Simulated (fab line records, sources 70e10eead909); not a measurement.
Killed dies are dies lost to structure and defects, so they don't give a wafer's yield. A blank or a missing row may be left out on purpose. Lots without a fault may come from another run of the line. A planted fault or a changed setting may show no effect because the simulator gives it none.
Chamber matching | flow nand_harc | NHARC_A_CHANNEL_FILL_D1_ALD_16 on ald_hk-04: 4 sister chambers
The step deposits SiO2, target thk 1.5 nm, pulse time 10 s, ald cycles 15. 22 wafers are shown with their chamber, then 11 later ones without.

WAFERS WITH THEIR CHAMBER
wafer  | chamber | heater_power_outer_w (W) | heater_power_w (W) | precursor_pulse_height_rel
L077.1 | 2       | 256                      | 427                | 1.002
L077.4 | 0       | 256                      | 457                | 0.993
L077.5 | 0       | 261                      | 451                | 1.000
L078.3 | 1       | 255                      | 433                | 1.019
L078.5 | 0       | 255                      | 467                | 1.005
L078.6 | 1       | 263                      | 426                | 1.020
L079.1 | 2       | 258                      | 446                | 0.982
L079.2 | 3       | 282                      | 466                | 0.968
L079.5 | 3       | 289                      | 468                | 0.990
L080.2 | 1       | 254                      | 436                | 1.033
L080.3 | 2       | 252                      | 437                | 1.003
L080.4 | 3       | 295                      | 445                | 1.017
L085.1 | 3       | 290                      | 464                | 1.034
L085.2 | 1       | 260                      | 448                | 0.980
L085.3 | 0       | 260                      | 460                | 1.008
L087.1 | 0       | 263                      | 455                | 1.029
L087.4 | 3       | 287                      | 452                | 0.991
L087.6 | 2       | 257                      | 432                | 0.994
L092.3 | 1       | 263                      | 438                | 0.960
L092.5 | 3       | 289                      | 464                | 1.008
L092.6 | 0       | 255                      | 456                | 1.031
L093.2 | 2       | 251                      | 437                | 0.985

SIGNATURES (means of the wafers above)
reading                    | chamber 0 | chamber 1 | chamber 2 | chamber 3 | scatter within a chamber
heater_power_outer_w       | 258.33    | 259.00    | 254.80    | 288.67    | 3.81
heater_power_w             | 457.67    | 436.20    | 435.80    | 459.83    | 7.54
precursor_pulse_height_rel | 1.01100   | 1.00240   | 0.99320   | 1.00133   | 0.0212
Rule: a wafer's distance from a chamber is the root of the sum, over the readings, of the square of ((its reading less the chamber's mean) divided by the reading's scatter). The wafer belongs to the nearest chamber; if the next one is less than 2 further off, it can't be placed. The scatter: the root of (the sum of the squares of (reading less its chamber's mean) over the shown wafers, divided by (wafers less chambers)).

WAFERS WITHOUT THEIR CHAMBER
wafer  | heater_power_outer_w (W) | heater_power_w (W) | precursor_pulse_height_rel
L093.3 | 250                      | 451                | 1.000
L093.4 | 263                      | 449                | 1.043
L096.3 | 290                      | 449                | 1.031
L096.4 | 259                      | 442                | 1.029
L096.6 | 267                      | 444                | 1.004
L097.2 | 294                      | 457                | 1.019
L097.4 | 259                      | 459                | 1.003
L097.5 | 251                      | 454                | 1.021
L095.2 | 260                      | 442                | 1.040
L095.3 | 285                      | 460                | 0.942
L095.5 | 256                      | 461                | 1.004

WHICH CHAMBER EACH WENT THROUGH
wafer  | from the rows above          | in truth
L093.3 | can't be placed: 2 or 0 or 1 | 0
L093.4 | can't be placed: 0 or 1 or 2 | 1
L096.3 | 3                            | 3
L096.4 | can't be placed: 1 or 2 or 0 | 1
L096.6 | can't be placed: 1 or 0 or 2 | 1
L097.2 | 3                            | 3
L097.4 | 0                            | 0
L097.5 | can't be placed: 0 or 2 or 1 | 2
L095.2 | can't be placed: 1 or 0 or 2 | 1
L095.3 | 3                            | 3
L095.5 | 0                            | 0
Placed correctly: 5 of 11. Can't be placed from these rows: 6 (the true chamber is among the candidates in 6). Placed wrongly: 0.
